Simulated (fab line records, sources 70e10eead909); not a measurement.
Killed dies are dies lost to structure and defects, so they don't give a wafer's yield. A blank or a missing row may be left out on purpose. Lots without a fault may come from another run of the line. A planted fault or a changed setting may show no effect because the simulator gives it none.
fab line records | flow nand_harc
record lots=6 wafers=17 last_day=33
route steps=1302 shown A_DECK1_JOINT@539 A_ONON_D2@545 END@1302
lots that met no fault: from a run of the same line without faults
start_h: hours from the record's first day to the start of the lot's first wafer shown | wait_h: hours since the lot's step before | " the same as in the row above | L1.1+2: a row that stands for several wafers | - no value, or no start given | * or withheld: withheld | < > ~ a bound
route shown NAME@n: a module of which the file shows steps, and the number in the route of the first | usual: mean/standard deviation of fault-free wafers | same: alike in all rows | chamber/n: place in a boat | sites: the reading at each site | _std_site: their standard deviation | _edge_site: outer sites' mean less inner sites' | radius_mm: how far each site lies from the wafer's centre | mask NAME#n: copy n | behind: the tool/chamber that last shaped the wafer | hold: why the lot was held/for how many hours/how that ended | device: the transistor (n, p or np) that didn't switch | end of line: the same wafers' tests at the end of the route | a step without rows: its recipe alone | killed: dies lost to structure and defects at the first sort, not the wafer's yield | map: a wafer's dies, x killed, . not, _ none there
set.NAME: the setting as run; set.NAME@STEP: as run at that earlier step | model.NAME: the simulator's own value behind a step, which no gauge read
lots at some steps of the route; a table a step, a row a wafer
services: from which hour (start_h, from the record's first day; less than 0 if before it) a tool's chamber was out of use, for how many hours, and why
## steps
# step NHARC_A_DECK1_JOINT_CMP_02
# recipe material=SiOx
# usual edge_zone_pressure_frac=1.000/0.0045 motor_current_A=12.5/1.6
# columns lot.wafer tool chamber start_h wait_h edge_zone_pressure_frac motor_current_A
L186.3 cmp-03 3 327.82 0.4 1.002 12.1
L186.2 " 0 " " 1.000 13.3
L186.6 " 3 " " 1.003 11.6
L189.4 cmp-01 2 363.22 0.5 0.999 13.1
L189.2 " 3 " " 0.996 10.7
L192.2 cmp-01 3 401.61 0.4 0.993 10.6
L192.6 " 0 " " 1.004 10.8
L192.5 " 1 " " 1.002 13.7
L198.3 cmp-01 2 450.75 0.4 1.002 13.4
L198.2 " 3 " " 0.992 10.4
L198.1 " 0 " " 0.993 10.2
L200.3 cmp-01 3 466.93 0.4 1.000 10.8
L200.2 " 0 " " 1.001 10.8
L200.6 " 3 " " 1.003 10.4
L202.3 cmp-01 2 487.08 0.4 1.002 12.9
L202.2 " 3 " " 1.002 10.5
L202.5 " 2 " " 1.004 13.3
# step NHARC_A_DECK1_JOINT_SRD_15
# step NHARC_A_DECK1_JOINT_DEP_16
# recipe target_thk_a=450 temp_c=400 pressure_torr=6.5 rf_w=900 teos_flow_sccm=161.4 flow_sccm=2650 target_thk_nm=45 gas=O2 material=SiO2
# usual flow_sccm=2651/7.5 heater_power_w=552/100 throttle_valve_pct=15.9/0.48
# columns lot.wafer tool chamber start_h wait_h flow_sccm heater_power_w throttle_valve_pct
L186.3 pecvd-03 0 328.21 0.1 2655 678 16.2
L186.2 " 2 " " 2649 478 15.9
L186.6 " 1 " " 2641 468 15.1
L189.2 pecvd-03 0 363.59 0.1 2646 664 16.3
L189.4 " 1 " " 2658 354 15.1
L192.2 pecvd-01 1 401.98 0.1 2656 702 15.6
L192.6 " 0 " " 2649 528 15.7
L192.5 " 1 " " 2659 693 16.0
L198.3 pecvd-03 2 451.11 0.1 2644 505 15.1
L198.1 " 0 " " 2662 529 15.6
L198.2 " 1 " " 2652 468 14.9
L200.2 pecvd-03 1 467.30 0.1 2643 421 15.5
L200.3 " 0 " " 2659 524 15.8
L200.6 " 2 " " 2657 574 15.0
L202.3 pecvd-01 0 487.47 0.1 2658 534 16.1
L202.2 " 1 " " 2639 672 16.2
L202.5 " 2 " " 2644 615 16.4
# step NHARC_A_DECK1_JOINT_THK_MEAS_17
# recipe thk_meas_gauge=ellipsometry
# usual thk_nm=45.0/1.2
# columns lot.wafer tool chamber start_h wait_h thk_nm
L186.2 film_metro-02 - 328.49 0.2 45.2
L186.3 " - " " 45.3
L186.6 " - " " 43.7
L189.2 film_metro-02 - 363.84 0.2 46.4
L189.4 " - " " 44.1
L192.2 film_metro-02 - 402.20 0.2 46.0
L192.5 " - " " 43.1
L192.6 " - " " 44.2
L198.1 film_metro-02 - 451.40 0.2 44.4
L198.2 " - " " 43.3
L198.3 " - " " 43.2
L200.2 film_metro-01 - 467.58 0.3 45.4
L200.3 " - " " 46.2
L200.6 " - " " 42.5
L202.2 film_metro-02 - 487.75 0.2 45.0
L202.3 " - " " 45.1
L202.5 " - " " 44.4
# step NHARC_A_DECK1_JOINT_INSPECT_05
# usual raw_defect_count=321/120
# columns lot.wafer tool chamber start_h wait_h raw_defect_count
L186.2 defect_inspect-02 - 328.53 0.0 304
L186.3 " - " " 185
L186.6 " - " " 227
L189.2 defect_inspect-02 - 363.87 0.0 331
L189.4 " - " " 373
L192.2 defect_inspect-01 - 402.24 0.0 311
L192.5 " - " " 241
L192.6 " - " " 301
L198.1 defect_inspect-01 - 451.43 0.0 317
L198.2 " - " " 305
L198.3 " - " " 321
L200.2 defect_inspect-02 - 467.61 0.0 243
L200.3 " - " " 342
L200.6 " - " " 188
L202.2 defect_inspect-01 - 487.79 0.0 304
L202.3 " - " " 290
L202.5 " - " " 281
# step NHARC_A_ONON_D2_DEP_00
# recipe target_thk_a=10000 n2_flow_sccm=2750 n2o_flow_sccm=2000 nh3_flow_sccm=500 sih4_flow_sccm=210 temp_c=400
# step NHARC_A_ONON_D2_THK_MEAS_02
# recipe thk_meas_gauge=ellipsometry
# usual thk_nm=1000/9.3
# columns lot.wafer tool chamber start_h wait_h thk_nm
L186.2 film_metro-02 - 329.11 - 1010
L186.3 " - " " 1011
L186.6 " - " " 1012
L189.2 film_metro-02 - 364.45 - 998
L189.4 " - " " 1000
L192.2 film_metro-02 - 402.82 - 994
L192.5 " - " " 996
L192.6 " - " " 997
L198.1 film_metro-01 - 452.10 - 995
L198.2 " - " " 993
L198.3 " - " " 994
L200.2 film_metro-02 - 468.19 - 1014
L200.3 " - " " 1016
L200.6 " - " " 1013
L202.2 film_metro-02 - 488.37 - 1014
L202.3 " - " " 1015
L202.5 " - " " 1016
# step NHARC_A_ONON_D2_DEP_03
# recipe target_thk_a=10000 n2_flow_sccm=2750 n2o_flow_sccm=2000 nh3_flow_sccm=500 sih4_flow_sccm=210 temp_c=400
# step NHARC_A_ONON_D2_THK_MEAS_05
# recipe thk_meas_gauge=ellipsometry
# usual thk_nm=1002/11
# columns lot.wafer tool chamber start_h wait_h thk_nm
L186.2 film_metro-01 - 329.67 - 990
L186.3 " - " " 988
L186.6 " - " " 988
L189.2 film_metro-01 - 365.01 - 1013
L189.4 " - " " 1013
L192.2 film_metro-01 - 403.38 - 1001
L192.5 " - " " 999
L192.6 " - " " 998
L198.1 film_metro-01 - 452.80 - 995
L198.2 " - " " 993
L198.3 " - " " 997
L200.2 film_metro-02 - 468.76 - 1011
L200.3 " - " " 1011
L200.6 " - " " 1011
L202.2 film_metro-02 - 488.94 - 1006
L202.3 " - " " 1006
L202.5 " - " " 1006
# step NHARC_A_ONON_D2_DEP_06
# recipe target_thk_a=10000 n2_flow_sccm=2750 n2o_flow_sccm=2000 nh3_flow_sccm=500 sih4_flow_sccm=210 temp_c=400
# step NHARC_A_ONON_D2_THK_MEAS_08
# recipe thk_meas_gauge=ellipsometry
# usual thk_nm=1000/11
# columns lot.wafer tool chamber start_h wait_h thk_nm
L186.2 film_metro-01 - 330.24 - 1006
L186.3 " - " " 1005
L186.6 " - " " 1007
L189.2 film_metro-01 - 365.58 - 1001
L189.4 " - " " 1003
L192.2 film_metro-01 - 403.94 - 986
L192.5 " - " " 986
L192.6 " - " " 985
L198.1 film_metro-01 - 453.36 - 1014
L198.2 " - " " 1015
L198.3 " - " " 1013
L200.2 film_metro-02 - 469.32 - 992
L200.3 " - " " 991
L200.6 " - " " 993
L202.2 film_metro-01 - 489.50 - 995
L202.3 " - " " 995
L202.5 " - " " 996
# step NHARC_A_ONON_D2_DEP_09
# recipe target_thk_a=10000 n2_flow_sccm=2750 n2o_flow_sccm=2000 nh3_flow_sccm=500 sih4_flow_sccm=210 temp_c=400
# columns lot.wafer tool chamber start_h wait_h
L186.2+3+6 pecvd_onon-02 0 330.35 0.1
L189.2+4 pecvd_onon-03 0 365.70 0.1
L192.2+5+6 pecvd_onon-03 0 404.06 0.1
L198.1+2+3 pecvd_onon-02 0 453.42 0.1
L200.2+3+6 pecvd_onon-03 0 469.44 0.1
L202.2+3+5 pecvd_onon-03 0 489.61 0.1
# step NHARC_A_ONON_D2_THK_MEAS_11
# recipe thk_meas_gauge=ellipsometry
# usual thk_nm=1001/7.9
# columns lot.wafer tool chamber start_h wait_h thk_nm
L186.2 film_metro-01 - 330.80 - 995
L186.3 " - " " 996
L186.6 " - " " 998
L189.2 film_metro-01 - 366.15 - 543
L189.4 " - " " 1015
L192.2 film_metro-01 - 404.51 - 523
L192.5 " - " " 995
L192.6 " - " " 996
L198.1 film_metro-01 - 453.93 - 1008
L198.2 " - " " 1007
L198.3 " - " " 1008
L200.2 film_metro-01 - 469.89 - 998
L200.3 " - " " 997
L200.6 " - " " 996
L202.2 film_metro-01 - 490.06 - 1009
L202.3 " - " " 1010
L202.5 " - " " 1009
# step NHARC_A_ONON_D2_DEP_12
# recipe target_thk_a=10000 n2_flow_sccm=2750 n2o_flow_sccm=2000 nh3_flow_sccm=500 sih4_flow_sccm=210 temp_c=400
# step NHARC_END_SORT_01
# recipe temp_c=25
# usual killed_at_array=64/20 killed_at_other=0.7/1.1 killed_at_periphery=3.6/2.7 killed_dies=68/20 killed_open=2.8/1.9 killed_short=2.3/1.5
# same gross_dies=677
# columns lot.wafer tool chamber start_h wait_h killed_at_array killed_at_other killed_at_periphery killed_dies killed_open killed_short
L189.2 prober-01 0 654.13 2.8 670 3 4 677 4 3
L192.2 prober-02 0 689.58 2.8 676 0 1 677 0 4
# killed by level:class
L189.2 A_ONON_D2:area_dep=603 A_CHANNEL_HOLE_D1:chamber_film_flake=30 A_CHANNEL_HOLE_D2:chamber_film_flake=15 A_M0:chamber_film_flake=6 A_SLIT:chamber_film_flake=4 A_CONTACT:chamber_film_flake=4 THIN_TSV:chamber_film_flake=3 A_SOURCE_PLATE:geometric_particle:short=2
L192.2 A_ONON_D2:area_dep=614 A_SLIT:chamber_film_flake=28 A_CHANNEL_HOLE_D2:chamber_film_flake=10 A_STAIRCASE:chamber_film_flake=10 A_CHANNEL_HOLE_D1:chamber_film_flake=3 A_DECK1_JOINT:chamber_film_flake=3 A_CHANNEL_FILL_D2:geometric_particle:short=2 A_CONTACT:chamber_film_flake=2
# map L189.2 (x killed, . not)
____________x____________
_________xxxxxxx_________
_______xxxxxxxxxxx_______
______xxxxxxxxxxxxx______
_____xxxxxxxxxxxxxxx_____
____xxxxxxxxxxxxxxxxx____
____xxxxxxxxxxxxxxxxx____
___xxxxxxxxxxxxxxxxxxx___
___xxxxxxxxxxxxxxxxxxx___
__xxxxxxxxxxxxxxxxxxxxx__
__xxxxxxxxxxxxxxxxxxxxx__
_xxxxxxxxxxxxxxxxxxxxxxx_
_xxxxxxxxxxxxxxxxxxxxxxx_
_xxxxxxxxxxxxxxxxxxxxxxx_
_xxxxxxxxxxxxxxxxxxxxxxx_
_xxxxxxxxxxxxxxxxxxxxxxx_
xxxxxxxxxxxxxxxxxxxxxxxxx
xxxxxxxxxxxxxxxxxxxxxxxxx
xxxxxxxxxxxxxxxxxxxxxxxxx
xxxxxxxxxxxxxxxxxxxxxxxxx
xxxxxxxxxxxxxxxxxxxxxxxxx
_xxxxxxxxxxxxxxxxxxxxxxx_
_xxxxxxxxxxxxxxxxxxxxxxx_
_xxxxxxxxxxxxxxxxxxxxxxx_
_xxxxxxxxxxxxxxxxxxxxxxx_
_xxxxxxxxxxxxxxxxxxxxxxx_
__xxxxxxxxxxxxxxxxxxxxx__
__xxxxxxxxxxxxxxxxxxxxx__
___xxxxxxxxxxxxxxxxxxx___
___xxxxxxxxxxxxxxxxxxx___
____xxxxxxxxxxxxxxxxx____
____xxxxxxxxxxxxxxxxx____
_____xxxxxxxxxxxxxxx_____
______xxxxxxxxxxxxx______
_______xxxxxxxxxxx_______
_________xxxxxxx_________
____________x____________
# map L192.2 (x killed, . not)
____________x____________
_________xxxxxxx_________
_______xxxxxxxxxxx_______
______xxxxxxxxxxxxx______
_____xxxxxxxxxxxxxxx_____
____xxxxxxxxxxxxxxxxx____
____xxxxxxxxxxxxxxxxx____
___xxxxxxxxxxxxxxxxxxx___
___xxxxxxxxxxxxxxxxxxx___
__xxxxxxxxxxxxxxxxxxxxx__
__xxxxxxxxxxxxxxxxxxxxx__
_xxxxxxxxxxxxxxxxxxxxxxx_
_xxxxxxxxxxxxxxxxxxxxxxx_
_xxxxxxxxxxxxxxxxxxxxxxx_
_xxxxxxxxxxxxxxxxxxxxxxx_
_xxxxxxxxxxxxxxxxxxxxxxx_
xxxxxxxxxxxxxxxxxxxxxxxxx
xxxxxxxxxxxxxxxxxxxxxxxxx
xxxxxxxxxxxxxxxxxxxxxxxxx
xxxxxxxxxxxxxxxxxxxxxxxxx
xxxxxxxxxxxxxxxxxxxxxxxxx
_xxxxxxxxxxxxxxxxxxxxxxx_
_xxxxxxxxxxxxxxxxxxxxxxx_
_xxxxxxxxxxxxxxxxxxxxxxx_
_xxxxxxxxxxxxxxxxxxxxxxx_
_xxxxxxxxxxxxxxxxxxxxxxx_
__xxxxxxxxxxxxxxxxxxxxx__
__xxxxxxxxxxxxxxxxxxxxx__
___xxxxxxxxxxxxxxxxxxx___
___xxxxxxxxxxxxxxxxxxx___
____xxxxxxxxxxxxxxxxx____
____xxxxxxxxxxxxxxxxx____
_____xxxxxxxxxxxxxxx_____
______xxxxxxxxxxxxx______
_______xxxxxxxxxxx_______
_________xxxxxxx_________
____________x____________
## services
# columns tool chamber start_h hours kind
pecvd-01 - 311.00 13.0 pm
cmp-03 - 311.31 1.9 repair
pecvd-03 2 313.09 5.8 repair
pecvd-03 1 331.45 5.1 repair
pecvd-01 - 334.63 2.4 repair
pecvd-03 - 334.98 0.5 repair
cmp-01 - 348.20 0.5 repair
cmp-03 - 361.19 4.0 pm
pecvd_onon-03 - 361.72 3.8 repair
pecvd-03 - 366.00 13.0 pm
pecvd_onon-02 - 366.00 13.0 pm
pecvd-03 - 379.56 1.1 repair
cmp-03 - 379.82 3.4 repair
cmp-03 - 389.47 0.9 repair
cmp-01 - 391.60 4.0 pm
cmp-01 - 395.60 - consumable_replace:conditioner
cmp-01 - 395.60 - consumable_replace:pad
pecvd_onon-03 - 408.19 13.0 pm
pecvd-01 2 436.50 5.4 repair
cmp-03 - 459.19 4.0 pm
pecvd-03 - 463.29 1.2 repair
cmp-03 - 471.48 1.1 repair
cmp-03 - 487.95 1.4 repair
cmp-01 - 489.60 4.0 pm
## key
first_sign step=NHARC_A_ONON_D2_THK_MEAS_11 reading=thk_nm direction=down sigmas=59 usual=1001 struck=533
effect step=NHARC_END_SORT_01 reading=killed_dies direction=up sigmas=31 usual=68 struck=677
more_kills_born_at NHARC_A_ONON_D2_DEP_09@pecvd_onon-03=1217
met_at NHARC_A_ONON_D2_DEP_09
struck_wafers L189.2,L192.2
later_rows_left_out L189.2,L192.2
tester_left_out L189,L192
fault kind=process_parameter_drift tool=pecvd_onon-03 chamber=- onset_h=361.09 steps=NHARC_A_ONON_D2_DEP_09 channel=target_thk_a offset=* shape=step end_h=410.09 scope=struck_wafers_only acts_in=* stated=*
# tester_left_out: of these lots the tester's yield and bins aren't shown, on N5 and GAA mostly nor the transistor test; their killed dies are dies lost to structure and defects alone, not to doping, threshold or leakage, so they don't give the yield
# later_rows_left_out: the simulator's readings of these wafers behind a module that went badly wrong aren't trusted and aren't shown, but for the sort
